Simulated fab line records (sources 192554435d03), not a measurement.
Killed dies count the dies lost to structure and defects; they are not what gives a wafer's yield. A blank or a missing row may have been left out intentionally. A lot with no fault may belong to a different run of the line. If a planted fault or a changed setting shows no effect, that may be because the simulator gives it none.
The same fault as seen by 3 desks + flow n5Finfet + what lay behind the numbers comes last; until then each desk has only its own

AT THE METROLOGY DESK
Lot by lot, what the gauges showed, no matter which tool ran the lot: averages of those sampled wafers that carry a number. A lot is out of limits, marked OUT, if its mean lies more than 4 standard deviations from the usual mean; the brackets give that distance. Readings shown: 7 out of 12 (the first out of limits, and those lying furthest out on some lot).
Columns: A = cdNm at N5_WELL_APT_CD_MEAS_08, usual 200.1 nm; B = CJ_N at N5_BEOL_M4_RC_MEAS_101, usual 4.35; C = IOFF_P at N5_BEOL_M4_RC_MEAS_101, usual 0.21 nA/um; D = SS_N at N5_BEOL_M4_RC_MEAS_101, usual 71.4 mV/dec; E = SS_P at N5_BEOL_M4_RC_MEAS_101, usual 73.2 mV/dec; F = VT_N at N5_BEOL_M4_RC_MEAS_101, usual 250 mV; G = VT_P at N5_BEOL_M4_RC_MEAS_101, usual -250 mV
| lot  | first seen here | A     | B              | C    | D    | E    | F   | G    |
|------|-----------------|-------|----------------|------|------|------|-----|------|
| L463 | day 1 13:41     | 199.5 | 4.39           | 0.21 | 71.3 | 73.3 | 252 | -248 |
| L465 | day 2 01:53     | 202.1 | 4.44           | 0.27 | 71.9 | 74.2 | 247 | -244 |
| L466 | day 2 07:43     | 198.6 | 4.38           | 0.23 | 71.5 | 73.5 | 249 | -251 |
| L467 | day 2 13:52     | 202.6 | 4.37           | 0.17 | 71.0 | 72.8 | 251 | -252 |
| L475 | day 4 13:49     | 201.8 | 3.29 (-11) OUT | 0.17 | 71.5 | 72.6 | 250 | -254 |
| L476 | day 4 19:51     | 201.4 | 3.27 (-11) OUT | 0.18 | 72.2 | 72.9 | 250 | -254 |
| L477 | day 5 01:43     | 198.6 | 4.17           | 0.22 | 71.2 | 73.2 | 248 | -246 |
| L478 | day 5 07:55     | 197.5 | 4.48           | 0.20 | 71.5 | 73.1 | 248 | -251 |
| L480 | day 5 19:51     | 200.2 | 4.25           | 0.18 | 71.1 | 72.8 | 255 | -253 |
| L485 | day 7 01:49     | 198.4 | 4.34           | 0.20 | 71.8 | 73.1 | 254 | -249 |
Per this desk, out of limits: L475, L476; the first was L475, day 10 22:18 (CJ_N at N5_BEOL_M4_RC_MEAS_101). L463, L465, L466, L467, L477, L478, L480, L485 stayed within limits.

THE DEFECT DESK
For each lot, the counts of the inspections along the route, averaged over the sampled wafers that have a number. A lot is out of limits, marked OUT, if its mean lies more than 4 standard deviations from the usual mean; the brackets give that distance.
Columns: A = rawDefectCount at N5_WELL_APT_INSPECT_27, usual 2.1
| lot  | first seen here | A   |
|------|-----------------|-----|
| L463 | day 1 14:51     | 2.5 |
| L465 | day 2 03:12     | 2.0 |
| L466 | day 2 09:02     | 2.0 |
| L467 | day 2 15:26     | 3.7 |
| L475 | day 4 14:59     | 1.3 |
| L476 | day 4 21:11     | 1.0 |
| L477 | day 5 03:04     | 2.0 |
| L478 | day 5 09:13     | 1.7 |
| L480 | day 5 21:02     | 2.7 |
| L485 | day 7 03:07     | 1.7 |
Finding of this desk: none of the 10 lots has anything out of limits.

DESK OF THE TOOL OWNER: implanter-02
For each lot that ran on this tool, the mean over its sampled wafers that have a number, from the tool's own readings at N5_WELL_APT_IMPLANT_32. A lot is out of limits, marked OUT, if its mean lies more than 4 standard deviations from the usual mean; the brackets give that distance.
Columns: A = doseIonsCm2 at N5_WELL_APT_IMPLANT_32, usual 1.9994e+13; B = faradayCurrentUA at N5_WELL_APT_IMPLANT_32, usual 254
| lot  | first seen here | A                            | B             |
|------|-----------------|------------------------------|---------------|
| L463 | day 1 15:16     | 1.9998e+13                   | 250           |
| L465 | day 2 03:31     | 2.0001e+13                   | 256           |
| L475 | day 4 15:35     | 1.1735e+13 (-99 or more) OUT | 148 (-20) OUT |
| L476 | day 4 21:29     | 1.1758e+13 (-99 or more) OUT | 149 (-20) OUT |
This desk's verdict: out of limits on L475, L476, starting with L475 at day 4 15:35 (doseIonsCm2 at N5_WELL_APT_IMPLANT_32). L463, L465 stayed within limits.

ALL TOGETHER
At day 4 15:35, on L475, L476, the tool owner's desk was in a position to raise an alarm.
On L475, L476, the metrology desk was in a position to raise an alarm at day 10 22:18.
No out-of-limits result turned up at the defect desk.
The defect desk has L475, L476 on record, within its limits.
All the named lots went through N5_WELL_APT_IMPLANT_32 on implanter-02.

WHAT WAS PUT IN BY THE SIMULATOR
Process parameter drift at N5_WELL_APT_IMPLANT_32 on implanter-02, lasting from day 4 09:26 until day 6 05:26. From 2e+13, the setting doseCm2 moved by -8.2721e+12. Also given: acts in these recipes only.
Shown lots that were struck: L475, L476.
Hours from the fault's start to each desk's first reading out of limits: the tool owner's desk, 6; the metrology desk, 157.
